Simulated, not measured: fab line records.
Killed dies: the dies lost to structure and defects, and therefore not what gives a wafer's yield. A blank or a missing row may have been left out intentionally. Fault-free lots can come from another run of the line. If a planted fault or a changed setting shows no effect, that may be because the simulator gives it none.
Struck lot and sound lot, side by side + flow nandHarc + 15 steps out of a route of 1302
Sound: wafers L914.3, L914.4, L914.6. Wafers struck: L921.1, L921.4. The cause is given at the end.
At each step with rows: each side's tool, then ch and its chambers, then its first start. Under that, the readings that differ: sound wafers + struck wafers + difference of the means + sigmas: that difference in standard deviations of wafers without a fault.
alike: a reading whose means differ by less than 2 such deviations, as well as words and numbers matching on both sides. not compared: withheld readings; readings where some wafer has no value; bounds like >300 that might hide an equal value; numbers whose values overlap and for which the record gives no deviation.
A row with sigmas, a row that says differs or no value, or rows on one side alone: a step with any of these is where the two part. When numbers do not overlap yet have no deviation, they are printed without sigmas and do not part them. Lack of a reading on every wafer of one side parts them only where that side has two or more wafers.

first, 4 steps without rows for these wafers: NHARC_A_M1_EBR_05; NHARC_A_M1_EXPOSE_06 (exposes mask A M1, target cd 120 nm); NHARC_A_M1_PEB_07 (peb time 65 s); NHARC_A_M1_DEVELOP_08 (develop time 35 s).
NHARC_A_M1_CD_MEAS_09: the cd target is 120 nm.
  sound on cdSem-01 ch 0, day 24 11:20; struck on cdSem-01 ch 0, day 27 12:09
  alike: cdNm
NHARC_A_M1_OVL_MEAS_10: pitch 240 nm.
  sound: overlay-01 at day 24 11:25; struck: overlay-01 at day 27 12:14
  alike: overlayXNm, overlayYNm
NHARC_A_M1_INSPECT_11:
  sound: defectInspect-02 at day 24 11:27; struck: defectInspect-02 at day 27 12:16
  alike: rawDefectCount
NHARC_A_M1_DESCUM_14: chemistry O2, time 3 s.
  sound on rieDiel-04 ch 1,2, day 24 11:31; struck on rieDiel-09 ch 0,2, day 27 12:21
  alike: drypumpMotorCurrentA, o2FlowSccm, oesProductAu, rfVppV, showerheadPlenumPTorr, throttleValvePct
  not compared: rfHoursCounterH
NHARC_A_M1_ETCH_35: etches the open film in N2/H2, target depth 40 nm, overetch 12 nm, time 43.94 s.
  sound on rieDiel-04 ch 1,3, day 24 11:36; struck on rieDiel-09 ch 2, day 27 12:26
| reading                      | sound             | struck      | difference | sigmas |
|------------------------------|-------------------|-------------|------------|--------|
| rfVppV (V)                   | 434.0 433.8 433.9 | 429.1 427.5 | -5.6       | -3     |
| showerheadPlenumPTorr (Torr) | 2.16 2.15 2.15    | 1.97 1.97   | -0.18      | -2     |
  alike: biasW, drypumpMotorCurrentA, oesProductAu, runLengthS, throttleValvePct
  not compared: rfHoursCounterH
NHARC_A_M1_ETCH_15: etches the open film in C4F8/Ar, target depth 182.5 nm, time 91.2 s.
  sound on rieDiel-04 ch 1,3; struck on rieDiel-09 ch 0,2
  alike: biasW, oesProductAu, rfVppV, runLengthS
  not compared: rfHoursCounterH
NHARC_A_M1_CD_MEAS_16:
  sound: cdSem-01 at day 24 11:49; struck: cdSem-02 at day 27 12:41
  alike: cdNm
NHARC_A_M1_STRIP_18: strips in N2/H2.
  sound on rieDiel-12 ch 0,2, day 24 11:55; struck on rieDiel-04 ch 1,3, day 27 12:47
| reading                      | sound          | struck    | difference | sigmas |
|------------------------------|----------------|-----------|------------|--------|
| showerheadPlenumPTorr (Torr) | 1.92 2.05 1.92 | 2.15 2.15 | +0.19      | +2     |
  alike: drypumpMotorCurrentA, oesProductAu, rfVppV, throttleValvePct
  not compared: rfHoursCounterH
NHARC_A_M1_ETCH_28: etches the open film in CF4/N2, target depth 30 nm, time 72.99 s.
  sound on rieDiel-12 ch 0,1,2, day 24 12:08; struck on rieDiel-04 ch 0,3, day 27 13:00
| reading        | sound               | struck    | difference                    | sigmas |
|----------------|---------------------|-----------|-------------------------------|--------|
| biasW (W)      | 100.25 99.99 100.30 | - -       | no value on the struck wafers |        |
| runLengthS (s) | 93.8 94.8 94.8      | 76.2 76.0 | -18.4                         | -46    |
  alike: drypumpMotorCurrentA, oesProductAu, rfVppV, showerheadPlenumPTorr, throttleValvePct
  not compared: rfHoursCounterH
then, 1 step without rows for these wafers: NHARC_A_M1_STRIP_19 (strips in post etch residue remover, time 600 s).
NHARC_END_SORT_01:
  the record has rows for the sound wafers here (prober-01 ch 0, day 25 21:08) and none for the struck ones

== WHERE THEY PART ==
Earliest at NHARC_A_M1_ETCH_35; latest, in this record, at NHARC_END_SORT_01.

WHY: whatever the simulator had introduced
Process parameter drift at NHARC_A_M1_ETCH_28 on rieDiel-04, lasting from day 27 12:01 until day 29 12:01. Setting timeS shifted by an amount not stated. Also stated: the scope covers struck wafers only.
